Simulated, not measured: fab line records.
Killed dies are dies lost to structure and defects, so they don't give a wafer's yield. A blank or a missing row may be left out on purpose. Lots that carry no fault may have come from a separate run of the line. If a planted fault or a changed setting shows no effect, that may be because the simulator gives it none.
Which of the tools did it? | flow nandHarc | 36 wafers from 12 lots sampled at 6 of the route's 1302 steps

== WHAT THE GAUGES READ, wafer by wafer ==
NHARC_A_SOURCE_PLATE_THK_MEAS_09: measures by ellipsometry. Usual: 9.6 nm for thkNm, sd 1.1.
lot  | measured     | on           | thkNm (nm)     | flag
L919 | day 7 10:36  | filmMetro-01 | 8.5 10.4 11.0  | 
L920 | day 7 14:27  | filmMetro-02 | 11.0 10.6 10.2 | 
L923 | day 8 16:01  | filmMetro-01 | 8.9 10.2 10.9  | 
L925 | day 9 20:20  | filmMetro-02 | 11.6 9.5 8.9   | 
L926 | day 10 04:40 | filmMetro-02 | 8.2 10.0 9.1   | 
L927 | day 10 14:06 | filmMetro-02 | 9.0 9.8 10.5   | 
L928 | day 11 08:08 | filmMetro-01 | 9.6 9.6 11.5   | 
L929 | day 11 22:53 | filmMetro-01 | 16.7 15.5 16.5 | OFF
L931 | day 12 04:25 | filmMetro-02 | 15.6 15.9 15.1 | OFF
L939 | day 15 17:50 | filmMetro-02 | 10.0 8.2 10.1  | 
L941 | day 16 05:29 | filmMetro-02 | 8.5 8.6 9.1    | 
L942 | day 16 23:51 | filmMetro-01 | 9.4 10.1 10.0  | 

NHARC_END_SORT_01. Usual: killedAtArray 55, standard deviation 19; killedAtOther 0.9, standard deviation 1.4; killedAtPeriphery 3.8, standard deviation 2.9; killedDies 60, standard deviation 19; killedOpen 3.3, standard deviation 1.8; killedShort 2.6, standard deviation 1.6.
lot  | measured     | on        | killedAtArray | killedAtOther | killedAtPeriphery | killedDies | killedOpen | killedShort | flag
L929 | day 29 17:01 | prober-01 | 49            | 0             | 1                 | 50         | 1          | 3           | 

== WHAT TOOL EACH LOT RAN ON (gives the tool, then ch and the chambers of the sampled wafers, and finally the start) ==
lot  | NHARC_P_BONDPAD_DEGAS_25    | NHARC_P_BONDPAD_PVD_27                 | NHARC_A_ZERO_WELL_ETCH_19         | NHARC_A_SOURCE_PLATE_OXIDE_02
L919 | pvdSputter-01, day 6 23:18  | pvdSputter-01, day 7 02:29 or earlier  | rieDiel-07 ch 1,3, day 7 02:29    | furnace-01 ch 0, day 7 06:31
L920 | pvdSputter-01, day 7 02:02  | pvdSputter-01, day 7 05:13 or earlier  | rieDiel-06 ch 0,1,2, day 7 05:13  | furnace-05 ch 0, day 7 10:21
L923 | pvdSputter-02, day 8 04:21  | pvdSputter-02, day 8 07:31 or earlier  | rieDiel-06 ch 0,2,3, day 8 07:31  | furnace-03 ch 0, day 8 11:58
L925 | pvdSputter-01, day 9 07:11  | pvdSputter-01, day 9 10:13 or earlier  | rieDiel-06 ch 0,1,2, day 9 10:13  | furnace-03 ch 0, day 9 16:18
L926 | pvdSputter-03, day 9 15:14  | pvdSputter-03, day 9 18:26 or earlier  | rieDiel-07 ch 0,2,3, day 9 18:26  | furnace-03 ch 0, day 10 00:38
L927 | pvdSputter-03, day 10 02:20 | pvdSputter-03, day 10 05:24 or earlier | rieDiel-06 ch 0,3, day 10 05:24   | furnace-03 ch 0, day 10 10:03
L928 | pvdSputter-01, day 10 20:23 | pvdSputter-01, day 10 23:35 or earlier | rieDiel-07 ch 0,1,2, day 10 23:35 | furnace-03 ch 0, day 11 04:07
L929 | pvdSputter-03, day 11 02:14 | pvdSputter-03, day 11 05:18 or earlier | rieDiel-06 ch 0,1,3, day 11 05:18 | furnace-01 ch 0, day 11 11:41 and furnace-05 ch 0, day 11 18:30
L931 | pvdSputter-01, day 11 12:32 | pvdSputter-01, day 11 15:36 or earlier | rieDiel-06 ch 0,2,3, day 11 15:36 | furnace-03 ch 0, day 11 20:04
L939 | pvdSputter-01, day 15 06:12 | pvdSputter-01, day 15 09:25 or earlier | rieDiel-04 ch 0,1, day 15 09:25   | furnace-05 ch 0, day 15 13:46
L941 | pvdSputter-01, day 15 17:44 | pvdSputter-01, day 15 20:59 or earlier | rieDiel-06 ch 0,1,3, day 15 20:59 | furnace-03 ch 0, day 16 01:27
L942 | pvdSputter-01, day 16 12:46 | pvdSputter-01, day 16 15:51 or earlier | rieDiel-07 ch 2,3, day 16 15:51   | furnace-03 ch 0, day 16 19:49
- NHARC_P_BONDPAD_DEGAS_25: time 60 s.
- NHARC_P_BONDPAD_PVD_27: deposits Cu, target thk 30 nm, time 20.49 s.
- NHARC_A_ZERO_WELL_ETCH_19: etches the open film in N2/H2, target depth 80 nm, overetch 24 nm, time 87.88 s.
- NHARC_A_SOURCE_PLATE_OXIDE_02: material SiO2, target thk 10 nm, ox time 1362 s.

== WHAT THE TOOLS THEMSELVES READ (means of the sampled wafers that have a number; where no wafer has one, the mark that the record gives instead) ==
NHARC_P_BONDPAD_DEGAS_25. Usual: 473 W for heaterPowerW, sd 53.
lot  | tool          | heaterPowerW (W) | flag
L919 | pvdSputter-01 | 390              | 
L920 | pvdSputter-01 | 430              | 
L923 | pvdSputter-02 | 449              | 
L925 | pvdSputter-01 | 418              | 
L926 | pvdSputter-03 | 512              | 
L927 | pvdSputter-03 | 512              | 
L928 | pvdSputter-01 | 418              | 
L929 | pvdSputter-03 | 530              | 
L931 | pvdSputter-01 | 435              | 
L939 | pvdSputter-01 | 477              | 
L941 | pvdSputter-01 | 454              | 
L942 | pvdSputter-01 | 472              | 

NHARC_P_BONDPAD_PVD_27. Usual: 30.2 % for throttleValvePct, sd 0.92.
lot  | tool          | throttleValvePct (%) | flag
L919 | pvdSputter-01 | 30.4                 | 
L920 | pvdSputter-01 | 30.2                 | 
L923 | pvdSputter-02 | 30.4                 | 
L925 | pvdSputter-01 | 29.5                 | 
L926 | pvdSputter-03 | 30.7                 | 
L927 | pvdSputter-03 | 30.5                 | 
L928 | pvdSputter-01 | 29.5                 | 
L929 | pvdSputter-03 | 30.3                 | 
L931 | pvdSputter-01 | 29.8                 | 
L939 | pvdSputter-01 | 29.9                 | 
L941 | pvdSputter-01 | 29.8                 | 
L942 | pvdSputter-01 | 29.8                 | 

NHARC_A_ZERO_WELL_ETCH_19. Usual: drypumpMotorCurrentA 5.5 A, standard deviation 0.48; oesProductAu 1.000 a.u., standard deviation 0.015; rfVppV 430.1 V, standard deviation 2.4; showerheadPlenumPTorr 2.03 Torr, standard deviation 0.086; throttleValvePct 14.173 %, standard deviation 0.009.
lot  | tool       | drypumpMotorCurrentA (A) | oesProductAu (a.u.) | rfVppV (V) | showerheadPlenumPTorr (Torr) | throttleValvePct (%) | flag
L919 | rieDiel-07 | 5.9                      | 0.997               | 433.1      | 2.15                         | 14.175               | 
L920 | rieDiel-06 | 5.3                      | 1.002               | 429.0      | 1.99                         | 14.177               | 
L923 | rieDiel-06 | 5.8                      | 0.995               | 429.9      | 2.03                         | 14.171               | 
L925 | rieDiel-06 | 5.3                      | 1.006               | 430.0      | 1.99                         | 14.171               | 
L926 | rieDiel-07 | 5.4                      | 0.995               | 431.3      | 2.07                         | 14.177               | 
L927 | rieDiel-06 | 5.6                      | 0.995               | 430.8      | 2.08                         | 14.177               | 
L928 | rieDiel-07 | 5.3                      | 0.993               | 430.9      | 2.10                         | 14.172               | 
L929 | rieDiel-06 | 5.5                      | 1.008               | 430.0      | 2.03                         | 14.168               | 
L931 | rieDiel-06 | 5.8                      | 0.991               | 429.7      | 2.03                         | 14.175               | 
L939 | rieDiel-04 | 5.8                      | 0.995               | 432.1      | 2.09                         | 14.174               | 
L941 | rieDiel-06 | 5.4                      | 1.002               | 430.7      | 2.03                         | 14.170               | 
L942 | rieDiel-07 | 5.8                      | 1.005               | 431.4      | 2.08                         | 14.166               | 

NHARC_A_SOURCE_PLATE_OXIDE_02. Usual: oxTempC 899.9 C, standard deviation 0.37; spikeTcCentreC 900.5 C, standard deviation 1.2; spikeTcTopC 910.5 C, standard deviation 1.3; zonePowerBottomPct 27 %, standard deviation 3.9; zonePowerLowerPct 17.6 %, standard deviation 2.5.
lot  | tool                  | oxTempC (C) | spikeTcCentreC (C) | spikeTcTopC (C) | zonePowerBottomPct (%) | zonePowerLowerPct (%) | flag
L919 | furnace-01            | 899.8       | 900.0              | 911.6           | 33                     | 18.9                  | 
L920 | furnace-05            | 900.0       | 899.8              | 909.5           | 25                     | 22.2                  | 
L923 | furnace-03            | 899.6       | 901.2              | 910.4           | 25                     | 15.6                  | 
L925 | furnace-03            | 899.9       | 900.8              | 910.2           | 24                     | 15.5                  | 
L926 | furnace-03            | 899.9       | 900.9              | 910.5           | 24                     | 15.4                  | 
L927 | furnace-03            | 899.8       | 900.4              | 910.8           | 24                     | 15.6                  | 
L928 | furnace-03            | 899.5       | 901.6              | 911.9           | 25                     | 15.6                  | 
L929 | furnace-01/furnace-05 | 900.0       | 900.1              | 911.0           | 30                     | 20.6                  | 
L931 | furnace-03            | 899.6       | 900.7              | 910.3           | 24                     | 15.4                  | 
L939 | furnace-05            | 899.8       | 900.1              | 907.9           | 25                     | 22.1                  | 
L941 | furnace-03            | 899.4       | 901.5              | 909.4           | 24                     | 15.6                  | 
L942 | furnace-03            | 900.0       | 901.2              | 910.3           | 25                     | 15.5                  | 

== THE ANSWER, worked out from the rows above alone ==
Rule: lot off if the mean of its wafers having a number is beyond 3 standard deviations from the usual mean. Also off: a lot with no number at a reading for which 4 or more lots have one. Any other lot the step has rows for is counted as sound. Order of review: gauges by route order, followed by the tools' own readings, for which a lot's mean as printed above is used. The first step at which some lot is off is used, and at that step the reading that is off furthest; a lot without a number counts as furthest.
Off, at NHARC_A_SOURCE_PLATE_THK_MEAS_09 on thkNm: L929, L931.
A tool fits if, at a process step before that reading, it ran every lot that is off, and no sound lot after the first of them. The gauges at NHARC_A_SOURCE_PLATE_THK_MEAS_09 are tried like those tools. NHARC_P_BONDPAD_PVD_27: start missing for some lots; hours and lot order therefore follow NHARC_A_ZERO_WELL_ETCH_19. Of those tried, none fits.

== WHAT HAD BEEN PUT IN BY THE SIMULATOR ==
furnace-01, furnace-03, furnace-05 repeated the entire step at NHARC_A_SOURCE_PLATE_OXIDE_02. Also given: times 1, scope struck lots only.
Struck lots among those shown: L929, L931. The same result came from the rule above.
